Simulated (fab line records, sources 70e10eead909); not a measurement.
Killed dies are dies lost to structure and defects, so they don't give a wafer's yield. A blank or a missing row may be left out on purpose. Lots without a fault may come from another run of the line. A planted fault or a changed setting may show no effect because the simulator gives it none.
fab line records | flow nand_harc
record lots=6 wafers=16 last_day=33
route steps=1302 shown A_CHANNEL_FILL_D2@616 END@1302
lots that met no fault: from a run of the same line without faults
start_h: hours from the record's first day to the start of the lot's first wafer shown | wait_h: hours since the lot's step before | " the same as in the row above | L1.1+2: a row that stands for several wafers | - no value, or no start given | * or withheld: withheld | < > ~ a bound
route shown NAME@n: a module of which the file shows steps, and the number in the route of the first | usual: mean/standard deviation of fault-free wafers | same: alike in all rows | chamber/n: place in a boat | sites: the reading at each site | _std_site: their standard deviation | _edge_site: outer sites' mean less inner sites' | radius_mm: how far each site lies from the wafer's centre | mask NAME#n: copy n | behind: the tool/chamber that last shaped the wafer | hold: why the lot was held/for how many hours/how that ended | device: the transistor (n, p or np) that didn't switch | end of line: the same wafers' tests at the end of the route | a step without rows: its recipe alone | killed: dies lost to structure and defects at the first sort, not the wafer's yield | map: a wafer's dies, x killed, . not, _ none there
set.NAME: the setting as run; set.NAME@STEP: as run at that earlier step | model.NAME: the simulator's own value behind a step, which no gauge read
lots at some steps of the route; a table a step, a row a wafer
services: from which hour (start_h, from the record's first day; less than 0 if before it) a tool's chamber was out of use, for how many hours, and why
## steps
# step NHARC_A_CHANNEL_FILL_D2_ALD_16
# recipe target_thk_a=15 pulse_time_s=10 ald_cycles=15 temp_c=300 material=SiO2
# usual heater_power_w=444/38 precursor_pulse_height_rel=1.002/0.019
# columns lot.wafer tool chamber start_h wait_h heater_power_w precursor_pulse_height_rel
L638.3 ald_hk-01 1 318.92 0.0 381 0.987
L638.4 " 0 " " 450 1.030
L638.6 " 2 " " 411 0.998
L640.2 ald_hk-04 0 349.92 0.0 479 0.983
L640.4 " 1 " " 414 0.984
L640.3 " 3 " " 413 1.017
L650.2 ald_hk-04 2 454.01 0.1 487 1.007
L650.5 " 2 " " 467 1.019
L651.3 ald_hk-01 1 454.06 0.1 388 1.002
L651.5 " 2 " " 421 0.984
L658.3 ald_hk-02 3 522.15 0.1 495 1.046
L658.1 " 1 " " 507 1.006
L658.6 " 2 " " 426 0.983
L660.4 ald_hk-01 3 547.60 0.0 416 1.000
L660.1 " 2 " " 408 0.980
L660.5 " 0 " " 445 1.024
# step NHARC_A_CHANNEL_FILL_D2_ANNEAL_17
# recipe temp_c=850 time_s=1800
# step NHARC_A_CHANNEL_FILL_D2_CVD_18
# recipe target_thk_a=30 temp_c=550 material=poly-Si
# step NHARC_A_CHANNEL_FILL_D2_ETCHBACK_19
# recipe target_depth_a=50 time_s=1.7 hbr_flow_sccm=150 cl2_flow_sccm=50 rf_w=400 icp_w=400 bias_w=100 chemistry=HBr/Cl2
# usual bias_w=99.9/0.31 drypump_motor_current_A=5.5/0.47 oes_product_au=1.003/0.014 throttle_valve_pct=26.407/0.0097
# columns lot.wafer tool chamber start_h wait_h bias_w drypump_motor_current_A oes_product_au rf_hours_counter_h throttle_valve_pct
L638.3 rie_si-03 1 330.86 0.4 100.3 5.3 1.004 0.5 26.412
L638.4 " 2 " " 99.9 5.1 1.023 0.5 26.406
L638.6 " 2 " " 100.0 5.1 1.010 - 26.416
L640.4 rie_si-01 2 361.75 0.4 100.4 6.7 1.001 1.0 26.420
L640.3 " 0 " " 99.1 5.7 1.002 1.1 26.403
L640.2 " 1 " " 99.5 5.0 1.005 1.0 26.407
L650.2 rie_si-01 3 465.88 0.4 100.0 5.2 1.012 0.4 26.411
L650.5 " 3 " " 99.5 5.1 1.022 - 26.403
L651.3 rie_si-03 1 465.92 0.4 100.0 5.3 0.980 0.3 26.394
L651.5 " 3 " " 99.2 5.4 0.992 - 26.412
L658.1 rie_si-01 3 535.18 0.4 100.5 5.1 1.025 0.9 26.409
L658.3 " 1 " " 99.5 5.0 0.997 0.8 26.410
L658.6 " 1 " " 100.7 5.0 0.991 - 26.418
L660.4 rie_si-01 0 559.67 0.4 100.0 5.7 1.005 0 26.393
L660.1 " 1 " " 99.8 5.0 0.983 0 26.422
L660.5 " 0 " " 100.0 5.7 0.995 - 26.397
# step NHARC_A_CHANNEL_FILL_D2_ETCHBACK_20
# recipe target_depth_a=270 time_s=13.5 c4f8_flow_sccm=withheld o2_flow_sccm=8 ar_flow_sccm=withheld rf_w=600 bias_w=1500 chemistry=C4F8/O2/Ar
# usual bias_w=1500/4.5 oes_product_au=0.98/0.031 rf_vpp_V=977/6.2 run_length_s=34.6/0.35
# columns lot.wafer tool chamber start_h wait_h bias_w oes_product_au rf_hours_counter_h rf_vpp_V run_length_s
L638.4 rie_diel-05 1 330.99 - 1497 1.00 2 980 34.5
L638.3 " 2 " " 1506 1.00 2 977 34.1
L638.6 " 2 " " 1509 1.00 - 978 34.1
L640.2 rie_diel-08 3 361.88 - 1493 0.99 6 970 34.5
L640.3 " 0 " " 1502 0.98 6 977 34.3
L640.4 " 2 " " 1496 0.98 5 987 35.1
L651.3 rie_diel-13 0 466.02 - 1501 1.02 20 969 33.9
L651.5 " 0 " " 1499 1.01 - 969 33.8
L650.2 rie_diel-08 1 466.02 - 1502 0.98 2 981 35.0
L650.5 " 0 " " 1489 1.01 - 978 34.7
L658.1 rie_diel-13 2 535.31 - 1507 0.99 1 972 34.9
L658.3 " 3 " " 1503 0.99 1 971 35.4
L658.6 " 3 " " 1499 1.00 - 971 35.3
L660.1 rie_diel-05 1 559.80 - 1496 0.99 3 977 35.0
L660.4 " 3 " " 1491 1.02 4 988 35.4
L660.5 " 2 " " 1496 1.03 - 976 34.0
# step NHARC_A_CHANNEL_FILL_D2_STRIP_28
# recipe time_s=20 o2_flow_sccm=500 ar_flow_sccm=0 bias_w=0 chemistry=O2
# step NHARC_A_CHANNEL_FILL_D2_PRECLEAN_21
# recipe time_s=30 chemistry=dHF
# step NHARC_A_CHANNEL_FILL_D2_SRD_23
# step NHARC_A_CHANNEL_FILL_D2_CVD_05
# recipe target_thk_a=50 temp_c=550 material=poly-Si
# step NHARC_A_CHANNEL_FILL_D2_ANNEAL_22
# recipe temp_c=620 time_s=7200
# step NHARC_A_CHANNEL_FILL_D2_THK_MEAS_06
# recipe thk_meas_gauge=ellipsometry
# usual thk_nm=5.0/0.96
# columns lot.wafer tool chamber start_h wait_h thk_nm
L638.3 film_metro-02 - 344.72 0.4 3.4
L638.4 " - " " 4.4
L638.6 " - " " 4.7
L640.2 film_metro-01 - 374.95 0.4 5.4
L640.3 " - " " 4.7
L640.4 " - " " 5.4
L650.2 film_metro-01 - 477.78 0.4 3.8
L650.5 " - " " 4.7
L651.3 film_metro-02 - 477.78 0.4 7.2
L651.5 " - " " 5.9
L658.1 film_metro-01 - 547.18 0.4 6.0
L658.3 " - " " 4.7
L658.6 " - " " 4.5
L660.1 film_metro-01 - 571.63 0.4 3.1
L660.4 " - " " 4.2
L660.5 " - " " 5.2
# step NHARC_A_CHANNEL_FILL_D2_ALD_25
# recipe target_thk_a=600 pulse_time_s=10 ald_cycles=600 temp_c=300 material=SiOx
# usual heater_power_w=450/41 precursor_pulse_height_rel=1.000/0.02
# columns lot.wafer tool chamber start_h wait_h heater_power_w precursor_pulse_height_rel
L638.4 ald_hk-04 0 345.82 1.1 481 0.995
L638.3 " 2 347.05 2.3 479 0.967
L638.6 " 0 348.29 3.6 468 0.998
L640.4 ald_hk-01 0 375.00 0.1 453 1.010
L640.3 " 2 376.25 1.3 415 0.988
L640.2 " 3 " " 406 1.010
L650.2 ald_hk-04 2 479.06 1.3 484 0.984
L650.5 " 2 483.94 6.2 485 0.977
L651.3 ald_hk-01 2 479.07 1.3 431 1.018
L651.5 " 0 480.30 2.5 456 0.993
L658.1 ald_hk-04 3 548.48 1.3 399 1.010
L658.3 " 0 " " 478 0.983
L658.6 " 1 " " 435 0.975
L660.4 ald_hk-01 3 574.04 2.4 417 1.004
L660.1 " 0 " " 455 0.998
L660.5 " 2 575.87 4.2 407 1.023
# step NHARC_A_CHANNEL_FILL_D2_ETCHBACK_08
# recipe target_depth_a=2200 time_s=110 c4f8_flow_sccm=20 ar_flow_sccm=withheld rf_w=600 bias_w=300 chemistry=C4F8
# usual oes_product_au=0.96/0.039 rf_vpp_V=440.6/2.9 run_length_s=131.3/0.36
# columns lot.wafer tool chamber start_h wait_h oes_product_au rf_hours_counter_h rf_vpp_V run_length_s
L638.4 rie_diel-05 2 350.80 - 0.92 2 441.7 131.5
L638.3 " 3 " " 0.92 2 443.8 131.2
L638.6 " 0 " " 0.94 - 437.7 131.4
L640.4 rie_diel-13 1 380.58 - 1.00 6 437.0 131.2
L640.3 " 2 " " 0.98 5 436.4 131.6
L640.2 " 0 " " 1.01 6 437.1 130.3
L651.3 rie_diel-05 2 483.39 - 1.02 2 440.3 137.0
L651.5 " 2 " " 1.02 - 439.9 130.5
L650.2 rie_diel-05 2 487.05 - 1.02 3 440.2 137.1
L650.5 " 0 " " 1.03 - 438.8 131.4
L658.3 rie_diel-05 2 552.85 - 1.01 4 440.5 130.7
L658.1 " 3 " " 1.00 4 444.3 131.3
L658.6 " 0 " " 1.02 - 438.4 131.4
L660.4 rie_diel-08 0 578.34 - 0.92 1 440.4 131.0
L660.1 " 3 " " 0.93 1 438.5 130.8
L660.5 " 0 " " 0.92 - 439.1 131.5
# step NHARC_A_CHANNEL_FILL_D2_STRIP_29
# recipe time_s=20 o2_flow_sccm=500 ar_flow_sccm=0 bias_w=0 chemistry=O2
# usual drypump_motor_current_A=5.8/0.31 oes_product_au=1.007/0.019 rf_vpp_V=57.8/0.86 showerhead_plenum_p_Torr=3.51/0.16 throttle_valve_pct=17.037/0.0086
# same bias_w=0
# columns lot.wafer tool chamber start_h wait_h drypump_motor_current_A oes_product_au rf_hours_counter_h rf_vpp_V showerhead_plenum_p_Torr throttle_valve_pct
L638.3 rie_diel-05 2 - - 6.0 1.015 2 58.0 3.49 17.034
L638.4 " 3 " " 6.1 1.005 2 57.6 3.78 17.042
L638.6 " 0 " " 5.6 1.042 - 57.6 3.37 17.038
L640.3 rie_diel-13 1 - - 6.2 0.997 6 56.7 3.29 17.026
L640.2 " 2 " " 6.4 0.986 5 56.9 3.41 17.042
L640.4 " 0 " " 5.0 1.014 6 57.1 3.30 17.033
L651.3 rie_diel-05 2 - - 6.0 1.024 2 58.1 3.48 17.045
L651.5 " 2 " " 6.0 1.016 - 57.5 3.48 17.043
L650.2 rie_diel-05 3 - - 6.1 1.014 2 57.7 3.78 17.038
L650.5 " 2 " " 6.1 1.022 - 59.0 3.48 17.043
L658.1 rie_diel-05 3 - - 6.1 1.024 4 59.5 3.77 17.055
L658.3 " 0 " " 5.6 1.030 4 56.4 3.37 17.039
L658.6 " 3 " " 6.1 1.026 - 59.2 3.77 17.038
L660.1 rie_diel-08 3 - - 5.5 1.000 1 57.9 3.35 17.031
L660.4 " 2 " " 5.3 1.006 1 59.6 3.74 17.031
L660.5 " 0 " " 5.8 0.989 - 57.5 3.53 17.053
# step NHARC_END_SORT_01
# recipe temp_c=25
# usual killed_at_array=52/18 killed_at_other=1.0/1.4 killed_at_periphery=3.1/2.3 killed_dies=56/17 killed_open=3.0/1.7 killed_short=2.5/1.7
# same gross_dies=677
# columns lot.wafer tool chamber start_h wait_h killed_at_array killed_at_other killed_at_periphery killed_dies killed_open killed_short
L650.2 prober-01 0 692.22 2.8 48 0 3 51 6 3
# killed by level:class
L650.2 A_SLIT:chamber_film_flake=27 A_CHANNEL_HOLE_D1:chamber_film_flake=8 A_ONON_D2:geometric_particle:open=3 A_CONTACT:chamber_film_flake=2 P_GATE:geometric_particle:open=1 A_CHANNEL_HOLE_D1:geometric_particle:short=1 A_DECK1_JOINT:geometric_particle:open=1 A_CHANNEL_FILL_D2:geometric_particle:short=1
## services
# columns tool chamber start_h hours kind
rie_diel-05 1 295.27 3.9 repair
ald_hk-01 - 300.83 10.0 pm
rie_si-01 - 314.30 0.4 repair
rie_si-01 1 315.39 3.3 repair
rie_si-01 1 336.68 1.3 repair
rie_diel-13 - 342.01 9.0 pm
rie_diel-08 - 346.28 3.4 repair
rie_diel-08 0 367.47 8.9 repair
rie_diel-08 - 367.80 9.0 pm
rie_si-01 - 370.00 9.0 pm
rie_diel-13 2 370.28 3.4 repair
rie_diel-05 1 406.30 20.9 repair
rie_diel-05 - 406.63 9.0 pm
rie_diel-13 2 422.74 18.8 repair
rie_si-01 2 429.87 6.6 repair
rie_diel-13 1 432.29 1.7 repair
ald_hk-04 - 433.47 10.0 pm
rie_diel-05 - 457.52 1.5 repair
rie_diel-13 2 462.56 6.2 repair
rie_diel-13 3 487.99 21.8 repair
rie_diel-13 0 493.55 1.6 repair
rie_diel-05 - 503.81 0.2 repair
rie_diel-13 - 519.03 9.0 pm
rie_diel-08 0 534.50 1.5 repair
## key
first_sign step=NHARC_A_CHANNEL_FILL_D2_ETCHBACK_08 reading=run_length_s direction=up sigmas=16 usual=* struck=*
effect none on later readings
met_at NHARC_A_CHANNEL_FILL_D2_ETCHBACK_08
struck_wafers L650.2,L651.3
tester_left_out L650,L651
onset_between 350.80 483.39
fault kind=process_parameter_drift tool=rie_diel-05 chamber=- onset_h=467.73 steps=NHARC_A_CHANNEL_FILL_D2_ETCHBACK_08 channel=time_s offset=* shape=step end_h=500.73 scope=struck_wafers_only acts_in=* stated=*
# tester_left_out: of these lots the tester's yield and bins aren't shown, on N5 and GAA mostly nor the transistor test; their killed dies are dies lost to structure and defects alone, not to doping, threshold or leakage, so they don't give the yield
